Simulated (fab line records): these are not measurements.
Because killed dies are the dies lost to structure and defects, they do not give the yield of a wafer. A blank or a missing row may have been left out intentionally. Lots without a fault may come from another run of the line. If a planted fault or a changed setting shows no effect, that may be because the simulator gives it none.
fab line records	flow n5-finfet
record lots=4	wafers=12	last-day=20
route steps=1938 shown HKMG_FIN@461 GATE_CUT@465 MOL_CONTACT_COAG@560 BEOL_M4@1111
lots untouched by any fault: they come from a run of this same line in which no faults occurred
start-h: start of the lot's first displayed wafer, in hours after the record's first day	wait-h: hours from the lot's prior step to this one	" same as the row above	L1.1+2: a row that stands for several wafers	- no value, or no start given	* or withheld: withheld	< > ~ a bound
route shown NAME@n: names a module that has steps shown in the file, with the first one's number in the route	usual: mean and standard deviation over wafers with no fault	same: alike in all rows	chamber/n: place in a boat	sites: readings site by site	_std_site: standard deviation across them	_edge_site: mean of outer sites minus mean of inner sites	radius-mm: how far each site lies from the wafer's centre	mask NAME#n: copy n	behind: the tool/chamber that last shaped the wafer	hold: cause of the lot's hold/its duration in hours/its outcome	device: the n, p or np transistor that did not switch	end of line: the tests these same wafers got at the end of their route	a step given without rows: its recipe and nothing more	killed: dies that structure and defects cost at the first sort, which is not the same as the wafer's yield	map: the dies of a wafer, with x for killed, . for not killed, _ for no die there
set.NAME: the setting the step ran with; set.NAME@STEP: the setting that earlier step ran with	model.NAME: the simulator's own value behind a step, which no gauge read
a table for each step, a row for each wafer; lots at some steps of the route
services: when a tool's chamber went out of use (start-h, in hours from the record's first day, below 0 if earlier), for how many hours, and the reason
## steps
# step N5_HKMG_FIN_CMP_23
# recipe stop-on=SiNx	t-overpolish-s=10	post-cmp-clean=rinse-only	down-force-psi=4	platen-rpm=50.289	pad-velocity-m-s=1.0006	target-thk-nm=46.326
# step N5_HKMG_FIN_CMP_94
# recipe stop-on=SiNx	post-cmp-clean=w-dilute-nh4oh	t-overpolish-s=4.7	down-force-psi=4	platen-rpm=50.289	pad-velocity-m-s=1.0006	target-thk-nm=43.299
# step N5_GATE_CUT_ETCHBACK_00
# recipe chemistry=SF6/Cl2	target=W	pressure-mtorr=8	icp-w=900	bias-w=80	SF6_flow_sccm=40	Cl2_flow_sccm=60
# step N5_GATE_CUT_ETCH_56
# recipe chemistry=Cl2/Ar	target=TiN	target-depth-a=216	pressure-mtorr=10	icp-w=600	bias-w=60	Cl2_flow_sccm=40	Ar_flow_sccm=60
# step N5_GATE_CUT_ETCHBACK_30
# recipe chemistry=Cl2/Ar	target=TiN	target-depth-a=30	mode=isotropic	pressure-mtorr=10	icp-w=600	bias-w=60	Cl2_flow_sccm=40	Ar_flow_sccm=60
# step N5_GATE_CUT_VAPOR_ETCH_60
# recipe chemistry=BCl3/Cl2	target=HfO2	mode=isotropic
# step N5_GATE_CUT_ETCH_58
# recipe chemistry=CH3F/O2	target=SiNx	target-depth-a=170	time-s=128.6	ion-energy-ev=50	pressure-mtorr=30	source-w=415	bias-w=21	Ar_flow_sccm=150	CH3F_flow_sccm=30	O2_flow_sccm=20
# step N5_GATE_CUT_STRIP_59
# recipe chemistry=N2/H2	time-s=20	power-w=100	temp-c=40	pressure-mtorr=100	rf-frequency-hz=6e+07	bias-power-w=3	n2-flow-sccm=300	h2-flow-sccm=300
# step N5_GATE_CUT_PRECLEAN_31
# recipe temp-c=23	chemistry=DIW	time-s=300
# step N5_GATE_CUT_SRD_32
# recipe time-s=30	temp-c=23	rinse-liquid=diw	dry=ipa-marangoni
# step N5_GATE_CUT_SAC_CAP_01
# recipe material=SiNx	target-thk-a=240	temp-c=400	ald-precursor-family=SiH2I2	ald-co-reactant=N2/H2-plasma	pulse-time-s=1	ald-cycles=480	purge-time-s=2	co-reactant-purge-time-s=2	pressure-torr=2
# usual ald-cycles=480/0	heater-power-w=853/110	precursor-pulse-height-rel=1.001/0.021	susceptor-temp-C=399.99/0.21
lot.wafer	tool	chamber	start-h	wait-h	ald-cycles	heater-power-w	precursor-pulse-height-rel	susceptor-temp-C	model.SiNx_of_GATE_CUT_SAC_CAP_01.thk-nm
L968.3	ald-sin-03	3	130.94	0.0	480	844	0.986	400.21	24.2
L968.4	"	2	"	"	205	946	0.982	399.42	10.4
L968.6	"	0	132.03	1.1	480	640	0.991	399.60	24
L972.4	ald-sin-03	1	145.16	0.0	205	868	1.020	399.66	10.4
L972.5	"	1	146.25	1.1	205	884	0.985	400.10	10.2
L972.6	"	0	"	"	480	633	1.008	400.03	24
L978.3	ald-sin-01	2	180.67	0.5	480	780	1.031	399.81	24
L978.5	"	2	181.75	1.6	480	790	1.012	399.99	24
L978.6	"	1	"	"	480	1001	0.996	399.92	24.2
L984.3	ald-sin-03	1	218.65	0.0	480	910	0.995	400.09	24
L984.5	"	3	219.73	1.1	480	849	0.984	399.77	24.4
L984.6	"	0	"	"	480	647	0.984	400.06	24.2
# step N5_GATE_CUT_PECVD_57
# recipe material=SiNx	target-thk-a=210	temp-c=400	precursor=SiH4/NH3/N2	pressure-torr=1.5	rf-w=300
# step N5_GATE_CUT_CMP_02
# recipe stop-on=SiO2	t-overpolish-s=12.7	post-cmp-clean=alkaline-brush	down-force-psi=2.5	platen-rpm=51.8	pad-velocity-m-s=1.0307	target-thk-nm=0
# step N5_GATE_CUT_HM_DEP_46
# recipe material=SiO2	target-thk-a=1300	temp-c=400	precursor=TEOS/O2	pressure-torr=6.5	rf-w=900	teos-flow-sccm=161.4	gas=O2	flow-sccm=2650	time-s=26.6
# step N5_GATE_CUT_COAT_34
# recipe resist=SOC	temp-c=250	time-s=60	spin-rpm=1500	resist-thk-nm=60
# step N5_GATE_CUT_COAT_35
# recipe resist=SiARC	temp-c=220	time-s=60	spin-rpm=1500	resist-thk-nm=10
# step N5_GATE_CUT_COAT_27
# recipe resist=underlayer	temp-c=205	time-s=60	spin-rpm=1500	resist-thk-nm=10
# step N5_GATE_CUT_COAT_07
# recipe resist=CAR-EUV	spin-rpm=1500	resist-thk-nm=30
# step N5_GATE_CUT_EBR_09
# recipe solvent=PGMEA	ebr-width-mm=1.5
# step N5_GATE_CUT_SOFTBAKE_08
# recipe temp-c=110	time-s=60	resist=CAR-EUV
# step N5_GATE_CUT_EXPOSE_10
# recipe mask-id=GATE_CUT	na=0.33	source-shape=annular	sigma-inner=0.35	sigma-outer=0.8	polarization=unpolarized	target-cd-nm=20	dose-mj=43.25
# step N5_GATE_CUT_PEB_11
# recipe peb-temp-c=100	peb-time-s=60	resist=CAR-EUV
# step N5_GATE_CUT_DEVELOP_12
# recipe develop-time-s=30	developer=TMAH	resist=CAR-EUV	rinse-liquid=surfactant-rinse	dry=air-spin	dev-temp-c=23
# step N5_GATE_CUT_DESCUM_18
# recipe chemistry=O2	time-s=7	source-power-w=50	bias-power-w=20	pressure-mtorr=20	rf-frequency-hz=2.712e+07	temp-c=40	resist=CAR-EUV	o2-flow-sccm=225
# step N5_GATE_CUT_ETCH_28
# recipe chemistry=N2/H2	target=underlayer	target-depth-a=130	mask-material=CAR-EUV	time-s=10.4	ion-energy-ev=200	pressure-mtorr=30	source-w=840	bias-w=150	n2-flow-sccm=200	h2-flow-sccm=200	ends=cleared
# step N5_GATE_CUT_ETCH_36
# recipe chemistry=CF4	target=SiARC	target-depth-a=130	mask-material=CAR-EUV	time-s=21.7	ion-energy-ev=80	pressure-mtorr=40	source-w=545	bias-w=36	Ar_flow_sccm=100	cf4-flow-sccm=100	ends=cleared
# step N5_GATE_CUT_ETCH_37
# recipe chemistry=N2/H2	target=SOC	target-depth-a=600	overetch-a=120	mask-material=SiARC	temp-c=40	time-s=90	ion-energy-ev=200	pressure-mtorr=30	source-w=840	bias-w=150	n2-flow-sccm=200	h2-flow-sccm=200
# step N5_GATE_CUT_STRIP_38
# recipe chemistry=N2/H2	temp-c=40	n2-flow-sccm=200	h2-flow-sccm=200	rf-frequency-hz=6e+07
# step N5_GATE_CUT_STRIP_39
# recipe chemistry=N2/H2	temp-c=40	n2-flow-sccm=200	h2-flow-sccm=200	rf-frequency-hz=6e+07
# step N5_GATE_CUT_HM_OPEN_40
# recipe chemistry=C4F6/O2	target=SiO2	mask-material=SiARC	target-depth-a=1390	time-s=85.1	ion-energy-ev=250	pressure-mtorr=30	source-w=345	bias-w=185	Ar_flow_sccm=300	C4F6_flow_sccm=10	O2_flow_sccm=10	ends=cleared
# step N5_GATE_CUT_STRIP_41
# recipe chemistry=CF4	resist=SiARC	power-w=300	bias-power-w=75	pressure-mtorr=50	cf4-flow-sccm=150	rf-frequency-hz=6e+07
# step N5_GATE_CUT_STRIP_42
# recipe chemistry=O2	power-w=400	temp-c=40	pressure-mtorr=30	rf-frequency-hz=6e+07	bias-power-w=0	overash-fraction=0.3	o2-flow-sccm=225
# step N5_GATE_CUT_ETCH_19
# recipe chemistry=CH3F/O2	target=SiNx	mask-material=SiO2	target-depth-a=537	time-s=76.7	pressure-mtorr=30	source-w=395	bias-w=73	Ar_flow_sccm=150	CH3F_flow_sccm=30	O2_flow_sccm=20	ion-energy-ev=120	ends=cleared
# step N5_GATE_CUT_CUT_ETCH_53
# recipe chemistry=SF6/Cl2	target=W	mask-material=SiO2	target-depth-a=792	pressure-mtorr=8	icp-w=900	bias-w=80	SF6_flow_sccm=40	Cl2_flow_sccm=60	ends=cleared
# step N5_GATE_CUT_CUT_ETCH_54
# recipe chemistry=Cl2/BCl3	target=TiN	mask-material=SiO2	target-depth-a=967	pressure-mtorr=10	icp-w=1000	bias-w=126	Cl2_flow_sccm=53.25	bcl3-flow-sccm=21.75	Ar_flow_sccm=25	ends=cleared
# step N5_GATE_CUT_CUT_ETCH_55
# recipe chemistry=BCl3	target=HfO2	mask-material=SiO2	target-depth-a=32	ion-energy-ev=30	pressure-mtorr=5	icp-w=450	bias-w=18	bcl3-flow-sccm=80
# step N5_MOL_CONTACT_COAG_CMP_28
# recipe stop-on=SiNx	t-overpolish-s=0.85	post-cmp-clean=alkaline-brush	down-force-psi=4.15	platen-rpm=51.8	pad-velocity-m-s=1.0307	target-thk-nm=14.522
# usual head-pressure-psi=4.150/0.0095	motor-current-A=12.6/1.1	retaining-ring-pressure-frac=1.000/0.0053	time-to-endpoint-s=5.6/2.7
# same t-overpolish-s=0.85
lot.wafer	tool	chamber	start-h	wait-h	head-pressure-psi	motor-current-A	retaining-ring-pressure-frac	time-to-endpoint-s	model.SiNx_of_GATE_CUT_SAC_CAP_01.thk-nm
L968.4	cmp-02	2	145.85	0.8	4.151	13.9	0.998	2.0	7.8
L968.3	"	0	"	"	4.150	13.1	1.003	6.2	18.2
L968.6	"	2	"	"	4.145	13.0	1.003	2.7	18
L972.4	cmp-04	1	161.10	0.1	4.167	11.9	1.009	2.0	7.8
L972.5	"	2	"	"	4.174	12.2	0.994	7.8	7.6
L972.6	"	3	"	"	4.161	12.9	1.002	8.6	18
L978.3	cmp-02	3	197.17	0.9	4.155	13.1	1.008	3.3	18
L978.5	"	1	"	"	4.134	14.9	1.000	3.2	18
L978.6	"	2	"	"	4.133	12.4	0.998	2.7	18
L984.3	cmp-03	0	237.84	0.8	4.162	12.1	0.996	9.9	18
L984.5	"	0	"	"	4.162	11.7	0.994	7.1	18.2
L984.6	"	1	"	"	4.142	11.5	0.991	5.8	18
# step N5_MOL_CONTACT_COAG_THK_MEAS_29
# recipe reads=SiNx_of_GATE_CUT_PECVD_57+SiNx_of_GATE_CUT_SAC_CAP_01
# usual MD_CAP_THK=17.96/0.1
lot.wafer	tool	chamber	start-h	wait-h	MD_CAP_THK[nm]
L968.3	film-metro-01	-	146.11	-	18.14
L968.4	"	-	"	"	7.82
L968.6	"	-	"	"	17.97
L972.4	film-metro-01	-	161.29	-	7.69
L972.5	"	-	"	"	7.63
L972.6	"	-	"	"	17.99
L978.3	film-metro-01	-	197.39	-	17.97
L978.5	"	-	"	"	17.87
L978.6	"	-	"	"	18.03
L984.3	film-metro-01	-	238.14	-	17.94
L984.5	"	-	"	"	18.16
L984.6	"	-	"	"	18.09
# step N5_MOL_CONTACT_COAG_ETCH_47
# recipe chemistry=CH3F/O2	target=SiNx	target-depth-a=270	mask-material=SiO2	stop-on=W	over-etch-frac=0.2	ion-energy-ev=120	endpoint=OES-CN	pressure-mtorr=30	source-w=395	bias-w=73	Ar_flow_sccm=150	CH3F_flow_sccm=30	O2_flow_sccm=20	ends=end-point
# usual drypump-motor-current-A=5.6/0.53	etch-rf-on-time-s=31.3/0.53	oes_ar_750_au=0.78/0.077	oes-product-au=0.69/0.069	rf-vpp-V=298/8.7	showerhead-plenum-p-Torr=2.00/0.05	throttle-valve-pct=16.21/0.19
lot.wafer	tool	chamber	start-h	wait-h	drypump-motor-current-A	etch-rf-on-time-s	oes_ar_750_au	oes-product-au	rf-hours-counter-h	rf-vpp-V	showerhead-plenum-p-Torr	throttle-valve-pct	model.etch.t-clear-s	model.MOL_CONTACT_COAG.feature-depth-nm	model.etch.depth-nm
L968.3	rie-diel-04	3	148.72	0.0	6.6	31.8	0.73	0.65	199	283	2.05	16.13	26.49	18.6	18.13
L968.4	"	1	"	"	6.4	13.3	0.90	0.81	23	310	2.05	16.32	11.07	8	7.79
L968.6	"	0	"	"	5.7	31.6	0.70	0.61	-	299	2.00	16.39	26.35	18.6	17.94
L972.4	rie-diel-01	2	163.78	0.0	5.3	13.5	0.72	0.63	225	297	1.91	16.30	11.2	8	7.707
L972.5	"	2	"	"	5.2	13.4	0.72	0.62	-	298	1.91	16.30	11.16	8	7.651
L972.6	"	1	"	"	5.1	31.6	0.75	0.68	-	302	2.09	16.30	26.32	18.6	17.98
L978.3	rie-diel-04	2	199.11	0.0	4.9	31.8	0.73	0.66	145	310	2.01	16.02	26.5	18.4	17.91
L978.5	"	2	"	"	4.9	31.8	0.73	0.66	-	307	2.01	16.02	26.53	18.6	17.91
L978.6	"	3	"	"	6.5	31.4	0.72	0.64	-	281	2.05	16.17	26.15	18.6	18.03
L984.3	rie-diel-01	3	240.01	0.0	5.6	31.2	0.85	0.74	76	286	1.94	15.95	25.99	18.6	17.94
L984.5	"	3	"	"	5.6	32.1	0.85	0.74	-	288	1.94	15.96	26.71	18.8	18.17
L984.6	"	0	"	"	5.5	31.5	0.69	0.64	-	305	2.00	16.53	26.23	18.8	18.09
# step N5_BEOL_M4_RC_MEAS_101
# usual DIBL_N=37.1/2.6	DIBL_P=38/3	IOFF_N=0.18/0.052	IOFF_P=0.25/0.06	ION_N=678/15	ION_P=467/8.6	SS_N=71.7/0.73	SS_P=73.7/0.89	VT_N=249/4.3	VT_P=-248/3.8
lot.wafer	tool	chamber	start-h	wait-h	DIBL_N[mV/V]	DIBL_P[mV/V]	IOFF_N[nA/um]	IOFF_P[nA/um]	ION_N[uA/um]	ION_P[uA/um]	SS_N[mV/dec]	SS_P[mV/dec]	VT_N[mV]	VT_P[mV]
L968.3	prober-02	0	266.20	0.4	35.1	36	0.14	0.20	670	463	71.1	73.1	252	-251
L968.4	"	0	"	"	36.2	39	0.16	0.25	681	474	71.8	74.2	249	-246
L968.6	"	0	"	"	37.4	40	0.19	0.27	681	474	71.6	74.0	248	-245
L972.4	prober-02	0	294.82	0.5	28.1	29	0.07	0.12	629	443	69.9	71.6	261	-260
L972.5	"	0	"	"	37.7	40	0.20	0.28	686	476	71.9	74.0	246	-247
L972.6	"	0	"	"	33.8	34	0.12	0.16	644	448	71.4	72.5	255	-254
L978.3	prober-02	0	327.20	0.3	38.7	40	0.19	0.30	681	474	71.1	74.3	249	-244
L978.5	"	0	"	"	37.3	37	0.18	0.26	690	473	71.5	73.5	248	-243
L978.6	"	0	"	"	40.8	43	0.24	0.39	687	477	72.3	74.8	243	-239
L984.3	prober-02	0	375.66	0.3	38.1	39	0.22	0.27	683	469	72.4	74.3	245	-249
L984.5	"	0	"	"	37.7	40	0.22	0.29	690	468	72.2	74.0	245	-247
L984.6	"	0	"	"	40.0	42	0.27	0.34	699	472	72.8	74.7	242	-242
## services
tool	chamber	start-h	hours	kind
rie-diel-01	1	110.94	3.2	repair
cmp-04	-	122.74	6.0	pm
rie-diel-01	-	123.84	1.0	repair
rie-diel-04	0	130.04	8.7	repair
cmp-02	-	145.23	0.3	repair
rie-diel-01	-	147.93	0.5	repair
cmp-02	-	160.85	4.0	pm
cmp-02	-	164.85	-	consumable-replace:conditioner
cmp-02	-	164.85	-	consumable-replace:pad
cmp-04	-	168.36	0.7	repair
cmp-04	-	177.61	0.6	repair
ald-sin-01	1	183.74	3.1	repair
rie-diel-04	3	206.48	9.8	repair
rie-diel-01	0	208.40	5.3	repair
cmp-04	-	221.71	4.0	pm
rie-diel-01	3	226.33	4.3	repair
ald-sin-03	1	226.83	9.6	repair
cmp-02	-	227.89	4.8	pm
rie-diel-01	2	238.47	-	clean
rie-diel-01	2	238.47	-	consumable-replace:focus-ring
rie-diel-01	2	238.47	-	consumable-replace:showerhead
rie-diel-01	2	238.47	17.9	scheduled-down
rie-diel-01	2	238.47	17.9	vent-cycle
cmp-04	-	239.49	3.6	repair
## key
first-sign step=N5_GATE_CUT_SAC_CAP_01	reading=ald-cycles	direction=down	sigmas=99+	usual=*	struck=*
effect step=N5_MOL_CONTACT_COAG_THK_MEAS_29	reading=MD_CAP_THK	direction=down	sigmas=99+	usual=17.96	struck=7.71
effect step=N5_MOL_CONTACT_COAG_ETCH_47	reading=etch-rf-on-time-s	direction=down	sigmas=34	usual=*	struck=*
model-effect step=N5_GATE_CUT_SAC_CAP_01	value=SiNx_of_GATE_CUT_SAC_CAP_01.thk-nm	without=24.07	struck=10.33
model-effect step=N5_MOL_CONTACT_COAG_CMP_28	value=SiNx_of_GATE_CUT_SAC_CAP_01.thk-nm	without=18	struck=7.733
model-effect step=N5_MOL_CONTACT_COAG_ETCH_47	value=etch.t-clear-s	without=25.97	struck=11.14
met-at N5_GATE_CUT_SAC_CAP_01
struck-wafers L968.4,L972.4,L972.5
fault kind=process-parameter-drift	tool=ald-sin-03	chamber=-	onset-h=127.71	steps=N5_GATE_CUT_SAC_CAP_01	channel=ald-cycles	offset=*	shape=step	end-h=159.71	scope=struck-wafers-only	acts-in=*	stated=*
